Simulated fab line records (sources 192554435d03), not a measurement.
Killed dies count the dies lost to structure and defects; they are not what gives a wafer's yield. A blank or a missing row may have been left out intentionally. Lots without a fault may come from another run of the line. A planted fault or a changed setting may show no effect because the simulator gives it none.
Chamber matching | flow n5 finfet | N5_BEOL_M0_CUTY_ETCH_62 on rie diel-06: 4 sister chambers
The step etches SiARC in CF4, time 58.5 s. 4 wafers are shown with their chamber, then 7 later ones without.

WAFERS PAIRED WITH THEIR CHAMBERS
wafer  | chamber | showerhead plenum p Torr (Torr)
L085.1 | 1       | 2.08
L085.2 | 0       | 2.10
L085.4 | 3       | 2.10
L085.5 | 2       | 2.04

WAFERS MISSING THEIR CHAMBER
wafer  | showerhead plenum p Torr (Torr)
L085.6 | 2.10
L086.1 | 2.07
L086.3 | 2.04
L086.4 | 2.10
L094.3 | 2.03
L094.4 | 2.09
L094.6 | 2.03

THE CHAMBER EACH PASSED THROUGH
wafer  | from the rows above          | in truth
L085.6 | can't be placed: 0 or 3      | 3
L086.1 | 1                            | 1
L086.3 | 2                            | 2
L086.4 | can't be placed: 0 or 3      | 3
L094.3 | 2                            | 2
L094.4 | can't be placed: 1 or 0 or 3 | 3
L094.6 | 2                            | 2
Placed correctly: 4 of 7. Unplaceable from these rows: 3, with the true chamber sitting among the candidates in 3. Placed wrongly: 0.
How it was worked out, from the rows above alone: a wafer's distance from a chamber is the root of the sum, over the readings, of the square of ((its reading less the chamber's mean) divided by the reading's scatter). If the next closest chamber is less than 2 further off than the closest, the wafer can't be placed; otherwise it belongs to the closest. The mean given for a chamber averages the wafers shown for that chamber. The scatter: with one shown wafer a chamber, the root of the mean of the squares of how far each hidden wafer lies from its nearest shown one.
